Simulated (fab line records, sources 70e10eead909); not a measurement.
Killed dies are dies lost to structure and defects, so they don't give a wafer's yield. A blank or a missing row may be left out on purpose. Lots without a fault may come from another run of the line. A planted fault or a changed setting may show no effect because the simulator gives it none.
fab line records | flow nand_harc
record lots=14 wafers=42 last_day=33
route steps=1302 shown P_CONTACT@241 P_M0@268 END@1302
lots that met no fault: from a run of the same line without faults
start_h: hours from the record's first day to the start of the lot's first wafer shown | wait_h: hours since the lot's step before | " the same as in the row above | L1.1+2: a row that stands for several wafers | - no value, or no start given | * or withheld: withheld | < > ~ a bound
route shown NAME@n: a module of which the file shows steps, and the number in the route of the first | usual: mean/standard deviation of fault-free wafers | same: alike in all rows | chamber/n: place in a boat | sites: the reading at each site | _std_site: their standard deviation | _edge_site: outer sites' mean less inner sites' | radius_mm: how far each site lies from the wafer's centre | mask NAME#n: copy n | behind: the tool/chamber that last shaped the wafer | hold: why the lot was held/for how many hours/how that ended | device: the transistor (n, p or np) that didn't switch | end of line: the same wafers' tests at the end of the route | a step without rows: its recipe alone | killed: dies lost to structure and defects at the first sort, not the wafer's yield | map: a wafer's dies, x killed, . not, _ none there
set.NAME: the setting as run; set.NAME@STEP: as run at that earlier step | model.NAME: the simulator's own value behind a step, which no gauge read
steps of the route over a sample of lots; a table a step, a row a wafer
services: from which hour (start_h, from the record's first day; less than 0 if before it) a tool's chamber was out of use, for how many hours, and why
## steps
# step NHARC_P_CONTACT_CD_MEAS_19
# usual cd_nm=90.4/2.5
# columns lot.wafer tool chamber start_h wait_h cd_nm
L160.3 cd_sem-01 - 123.42 - 95.4
L160.4 " - " " 91.7
L160.6 " - " " 93.0
L159.3 cd_sem-02 - 124.18 - 92.3
L159.4 " - " " 90.2
L159.5 " - " " 91.8
L161.1 cd_sem-03 - 137.87 - 90.9
L161.2 " - " " 90.1
L161.5 " - " " 86.2
L162.2 cd_sem-01 - 151.46 - 94.3
L162.3 " - " " 90.7
L162.4 " - " " 88.0
L163.1 cd_sem-03 - 160.88 - 92.7
L163.3 " - " " 91.8
L163.6 " - " " 94.6
L164.1 cd_sem-03 - 171.03 - 92.7
L164.3 " - " " 91.1
L164.4 " - " " 95.1
L167.2 cd_sem-01 - 202.06 - 94.1
L167.3 " - " " 87.9
L167.5 " - " " 94.1
L168.3 cd_sem-01 - 207.25 - 87.3
L168.4 " - " " 90.9
L168.6 " - " " 89.2
L169.2 cd_sem-01 - 216.43 - 90.2
L169.3 " - " " 89.0
L169.5 " - " " 92.5
L171.1 cd_sem-01 - 240.60 - 88.1
L171.2 " - " " 90.1
L171.6 " - " " 90.5
L178.1 cd_sem-01 - 310.72 - 91.9
L178.2 " - " " 90.5
L178.5 " - " " 89.4
L180.1 cd_sem-01 - 325.92 - 88.2
L180.2 " - " " 89.6
L180.4 " - " " 91.5
L179.2 cd_sem-02 - 326.34 - 88.4
L179.5 " - " " 90.2
L179.6 " - " " 94.0
L181.2 cd_sem-03 - 334.92 - 88.1
L181.4 " - " " 89.4
L181.6 " - " " 88.5
# step NHARC_P_M0_ETCH_15
# recipe target_depth_a=1500 overetch_a=150 time_s=82.5 c4f8_flow_sccm=withheld ar_flow_sccm=400 rf_w=600 bias_w=300 chemistry=C4F8/Ar
# usual oes_product_au=0.965/0.021 rf_vpp_V=441.2/2.8
# columns lot.wafer tool chamber start_h wait_h oes_product_au rf_hours_counter_h rf_vpp_V
L160.4 rie_diel-10 2 - - 0.939 20 437.6
L160.3 " 0 " " 0.941 15 435.3
L160.6 " 1 " " 0.953 - 441.8
L159.3 rie_diel-01 1 - - 0.963 31 440.7
L159.4 " 2 " " 0.935 30 437.3
L159.5 " 1 " " 0.971 - 440.0
L161.1 rie_diel-05 0 - - 0.974 12 440.5
L161.2 " 1 " " 0.964 14 443.6
L161.5 " 3 " " 0.949 - 446.1
L162.2 rie_diel-05 0 - - 0.969 13 441.0
L162.3 " 1 " " 0.964 14 443.3
L162.4 " 2 " " 0.997 14 439.0
L163.1 rie_diel-10 2 - - 0.973 34 437.2
L163.3 " 3 " " 0.992 35 443.3
L163.6 " 3 " " 0.983 - 444.0
L164.4 rie_diel-05 0 - - 0.975 16 441.9
L164.3 " 1 " " 0.964 17 441.7
L164.1 " 3 " " 0.955 15 443.6
L167.2 rie_diel-10 1 - - 0.959 41 442.2
L167.3 " 2 " " 0.949 44 436.1
L167.5 " 0 " " 0.945 - 435.2
L168.4 rie_diel-10 3 - - 0.914 47 442.4
L168.3 " 0 " " 0.946 45 436.2
L168.6 " 3 " " 0.923 - 443.2
L169.2 rie_diel-10 3 - - 0.908 49 444.2
L169.3 " 0 " " 0.950 48 437.8
L169.5 " 0 " " 0.940 - 436.6
L171.2 rie_diel-05 3 - - 0.962 1 444.1
L171.1 " 0 " " 0.941 1 442.1
L171.6 " 2 " " 0.965 - 439.4
L178.1 rie_diel-10 1 - - 1.007 24 441.4
L178.2 " 0 " " 0.984 24 446.3
L178.5 " 2 " " 0.989 - 437.9
L180.4 rie_diel-05 2 - - 1.014 14 438.7
L180.1 " 3 " " 0.975 13 445.3
L180.2 " 0 " " 0.960 13 442.9
L179.2 rie_diel-05 0 - - 0.958 13 441.7
L179.5 " 1 " " 0.966 - 442.6
L179.6 " 2 " " 1.009 - 439.9
L181.4 rie_diel-05 2 - - 0.971 17 440.0
L181.2 " 0 " " 0.942 16 443.3
L181.6 " 2 " " 0.978 - 438.1
# step NHARC_P_M0_PVD_20
# recipe target_thk_a=50 bias_v=168.6 power_w=15000 chamber_pressure_pa=0.12 time_s=8.06 substrate_temp_c=50 material=TaN
# usual chamber_pressure_pa=0.12/0.00027 throttle_valve_pct=29.4/1
# columns lot.wafer tool chamber start_h wait_h chamber_pressure_pa throttle_valve_pct
L160.3 pvd_sputter-03 - - - 0.11955 28.4
L160.4 " - " " 0.12022 29.2
L160.6 " - " " 0.12026 31.2
L159.3 pvd_sputter-02 - - - 0.11993 29.2
L159.4 " - " " 0.11979 30.2
L159.5 " - " " 0.12029 30.5
L161.1 pvd_sputter-02 - - - 0.12052 30.6
L161.2 " - " " 0.11982 29.1
L161.5 " - " " 0.11998 27.7
L162.2 pvd_sputter-01 - - - 0.11968 27.2
L162.4 " - " " 0.1198 29.6
L162.3 " - " " 0.11986 29.5
L163.1 pvd_sputter-02 - - - 0.12005 30.2
L163.3 " - " " 0.12034 30.4
L163.6 " - " " 0.11941 30.2
L164.3 pvd_sputter-01 - - - 0.11959 28.9
L164.4 " - " " 0.11965 27.0
L164.1 " - " " 0.11989 29.8
L167.3 pvd_sputter-01 - - - 0.12005 29.3
L167.2 " - " " 0.12029 29.3
L167.5 " - " " 0.12034 27.1
L168.4 pvd_sputter-03 - - - 0.11991 30.9
L168.3 " - " " 0.12024 29.1
L168.6 " - " " 0.12012 29.6
L169.3 pvd_sputter-02 - - - 0.12002 27.7
L169.2 " - " " 0.11968 30.6
L169.5 " - " " 0.12025 27.9
L171.1 pvd_sputter-03 - - - 0.1203 29.6
L171.2 " - " " 0.11995 29.3
L171.6 " - " " 0.11993 29.5
L178.2 pvd_sputter-01 - - - 0.12033 29.0
L178.1 " - " " 0.12022 28.1
L178.5 " - " " 0.12025 28.4
L180.1 pvd_sputter-01 - - - 0.12033 29.1
L180.2 " - " " 0.11972 28.2
L180.4 " - " " 0.11979 29.6
L179.2 pvd_sputter-03 - - - 0.12002 29.7
L179.6 " - " " 0.11977 29.2
L179.5 " - " " 0.11999 31.2
L181.4 pvd_sputter-02 - - - 0.1201 30.0
L181.2 " - " " 0.11994 30.2
L181.6 " - " " 0.11969 30.3
# step NHARC_P_M0_ECD_22
# recipe target_thk_a=4000 bath_temp_c=25 material=Cu
# columns lot.wafer tool chamber start_h wait_h
L160.4+3+6 ecd_cu-02 0,1,0 128.13 -
L159.3+4+5 ecd_cu-01 0,1,0 128.84 -
L161.1+2+5 ecd_cu-02 1,0,1 142.63 -
L162.2+3+4 ecd_cu-02 0,1,0 156.09 -
L163.1+3+6 ecd_cu-02 0,0,1 165.33 -
L164.1+4+3 ecd_cu-01 0,0,1 175.79 -
L167.2+3+5 ecd_cu-01 1,1,0 207.36 -
L168.4+3+6 ecd_cu-02 0,1,0 212.06 -
L169.2+3+5 ecd_cu-02 1,1,0 221.27 -
L171.2+1+6 ecd_cu-01 1,0,0 246.52 -
L178.2+1+5 ecd_cu-01 0,1,0 315.24 -
L180.2+1+4 ecd_cu-02 0,1,1 330.52 -
L179.2+6+5 ecd_cu-01 0,0,1 330.78 -
L181.2+4+6 ecd_cu-02 1,1,0 340.36 -
# step NHARC_P_M0_CMP_23
# recipe t_overpolish_s=20 target_thk_nm=117.54
# usual motor_current_A=12.0/1 time_to_endpoint_s=29/3.2
# columns lot.wafer tool chamber start_h wait_h motor_current_A time_to_endpoint_s
L160.3 cmp-03 1 128.79 - 11.8 29
L160.4 " 3 " " 13.6 28
L160.6 " 1 " " 11.9 26
L159.3 cmp-04 3 129.46 - 12.3 28
L159.4 " 1 " " 11.7 28
L159.5 " 3 " " 11.8 31
L161.2 cmp-02 3 143.36 - 10.6 30
L161.1 " 2 " " 11.8 30
L161.5 " 3 " " 11.4 26
L162.3 cmp-03 0 156.84 - 10.7 32
L162.2 " 1 " " 10.8 27
L162.4 " 2 " " 10.9 25
L163.3 cmp-03 3 166.11 - 14.0 26
L163.1 " 0 " " 10.6 30
L163.6 " 2 " " 11.4 23
L164.1 cmp-04 1 176.60 - 11.8 27
L164.4 " 2 " " 14.5 33
L164.3 " 0 " " 11.3 33
L167.3 cmp-03 3 208.09 - 13.2 30
L167.2 " 2 " " 11.4 25
L167.5 " 0 " " 11.2 32
L168.4 cmp-03 2 212.68 - 10.9 29
L168.3 " 3 " " 12.8 30
L168.6 " 2 " " 11.5 25
L169.2 cmp-03 1 221.94 - 11.9 28
L169.3 " 0 " " 10.8 31
L169.5 " 1 " " 11.9 29
L171.2 cmp-04 2 247.27 - 14.1 29
L171.1 " 3 " " 11.9 29
L171.6 " 1 " " 11.6 26
L178.2 cmp-02 2 315.97 - 11.4 8
L178.1 " 3 " " 11.2 26
L178.5 " 2 " " 11.4 8
L180.4 cmp-03 3 331.34 - 13.5 27
L180.1 " 0 " " 10.5 29
L180.2 " 2 " " 11.6 24
L179.2 cmp-04 3 331.56 - 12.3 10
L179.6 " 1 " " 12.2 7
L179.5 " 2 " " 14.3 32
L181.4 cmp-02 1 341.12 - 12.9 25
L181.2 " 3 " " 10.8 26
L181.6 " 1 " " 13.3 26
# step NHARC_END_SORT_01
# recipe temp_c=25
# usual defect_limited_yield=91/3.2 killed_at_array=58/22 killed_at_other=1.0/1.3 killed_at_periphery=5/3.4 killed_dies=64/22 killed_open=3.6/1.8 killed_short=2.4/1.7
# same gross_dies=677
# columns lot.wafer tool chamber start_h wait_h defect_limited_yield[%] killed_at_array killed_at_other killed_at_periphery killed_dies killed_open killed_short
L171.1 prober-01 0 677.39 2.5 97 16 0 1 17 1 2
L171.2 prober-01 0 678.17 2.7 97 19 0 2 21 3 2
L171.6 prober-01 0 681.31 3.9 96 27 0 3 30 5 1
L179.2 prober-01 0 772.10 2.8 0 88 2 585 675 6 6
L179.5 prober-01 0 774.48 3.7 88 78 0 0 78 1 5
L179.6 prober-01 0 775.28 4.0 0 66 0 611 677 7 3
# killed by level:class
L171.1 A_CONTACT:chamber_film_flake=4 A_CHANNEL_HOLE_D1:chamber_film_flake=3 A_ONON_D2:geometric_particle:short=1 A_CHANNEL_FILL_D2:geometric_particle:open=1 A_SLIT:geometric_particle:short=1 P_STI:chamber_film_flake=1 A_ZERO_WELL:chamber_film_flake=1 A_DECK1_JOINT:chamber_film_flake=1
L171.2 A_CHANNEL_HOLE_D1:chamber_film_flake=7 A_CHANNEL_FILL_D2:chamber_film_flake=2 A_STAIRCASE:chamber_film_flake=2 A_SLIT:chamber_film_flake=2 A_CONTACT:chamber_film_flake=2 P_CONTACT:geometric_particle:open=1 A_CHANNEL_HOLE_D1:geometric_particle:short=1 A_CHANNEL_FILL_D1:geometric_particle:open=1
L171.6 A_CHANNEL_HOLE_D1:chamber_film_flake=8 A_CONTACT:chamber_film_flake=8 A_SLIT:chamber_film_flake=4 A_BLC:geometric_particle:open=2 P_CONTACT:geometric_particle:open=1 P_CONTACT:geometric_particle:short=1 A_CONTACT:geometric_particle:open=1 A_BONDPAD:geometric_particle:open=1
L179.2 P_M0:area_ecd=583 A_SLIT:chamber_film_flake=28 A_CHANNEL_HOLE_D2:chamber_film_flake=18 A_CHANNEL_HOLE_D1:chamber_film_flake=14 A_CONTACT:chamber_film_flake=10 A_STAIRCASE:chamber_film_flake=4 A_WL_FILL:chamber_film_flake=3 A_CHANNEL_HOLE_D1:geometric_particle:open=2
L179.5 A_SLIT:chamber_film_flake=29 A_CHANNEL_HOLE_D2:chamber_film_flake=22 A_CHANNEL_HOLE_D1:chamber_film_flake=11 A_CONTACT:chamber_film_flake=5 A_WL_FILL:chamber_film_flake=4 A_CHANNEL_HOLE_D2:geometric_particle:short=2 A_DECK1_JOINT:geometric_particle:open=1 A_DECK1_JOINT:geometric_particle:short=1
L179.6 P_M0:area_ecd=604 A_SLIT:chamber_film_flake=20 A_CHANNEL_HOLE_D2:chamber_film_flake=18 A_CHANNEL_HOLE_D1:chamber_film_flake=13 A_WL_FILL:chamber_film_flake=3 A_CONTACT:chamber_film_flake=3 P_M1:geometric_particle:open=2 P_STI:geometric_particle:short=1
## services
# columns tool chamber start_h hours kind
ecd_cu-02 - 117.61 0.5 repair
pvd_sputter-02 - 117.84 10.0 pm
cmp-03 - 135.64 1.2 repair
ecd_cu-01 - 141.62 5.5 repair
rie_diel-05 1 147.59 4.8 repair
ecd_cu-01 - 160.00 8.0 pm
cmp-03 - 162.00 4.0 pm
cmp-03 - 178.06 3.1 repair
ecd_cu-01 - 178.32 4.2 repair
pvd_sputter-02 - 186.20 3.7 repair
rie_diel-05 1 221.90 2.4 repair
rie_diel-10 3 222.64 34.8 repair
pvd_sputter-02 - 225.85 12.0 repair
pvd_sputter-01 - 226.03 10.0 pm
rie_diel-05 - 229.60 9.0 pm
ecd_cu-02 - 233.50 1.7 repair
ecd_cu-02 - 244.28 8.0 pm
rie_diel-10 - 245.94 9.0 pm
cmp-03 - 260.00 4.0 pm
cmp-03 - 267.49 2.9 repair
rie_diel-10 2 282.61 16.2 repair
pvd_sputter-02 - 295.84 10.0 pm
ecd_cu-01 - 309.87 0.6 repair
ecd_cu-01 - 336.00 8.0 pm
## key
first_sign step=NHARC_P_M0_CMP_23 reading=time_to_endpoint_s direction=down sigmas=6.5 usual=* struck=*
effect step=NHARC_END_SORT_01 reading=killed_at_periphery direction=up sigmas=99+ usual=5 struck=598
more_kills_born_at NHARC_P_M0_ECD_22@ecd_cu-01=1187
met_at NHARC_P_M0_ECD_22
struck_lots L178,L179
struck_wafers L178.2,L178.5,L179.2,L179.6
later_rows_left_out L178.2,L178.5,L179.2,L179.6
sort_left_out L178.2,L178.5
not_acting_at NHARC_P_CONTACT_CD_MEAS_19,NHARC_P_M0_ETCH_15,NHARC_P_M0_PVD_20
onset_between 246.52 315.24
fault kind=process_parameter_drift tool=ecd_cu-01 chamber=0 onset_h=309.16 steps=NHARC_P_M0_ECD_22 channel=target_thk_a offset=* shape=step end_h=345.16 acts_in=* stated=*
# sort_left_out: the simulated sort isn't trusted on such a fault, so these wafers' sort isn't shown, and their yield isn't known
# later_rows_left_out: the simulator's readings of these wafers behind a module that went badly wrong aren't trusted and aren't shown, but for the sort
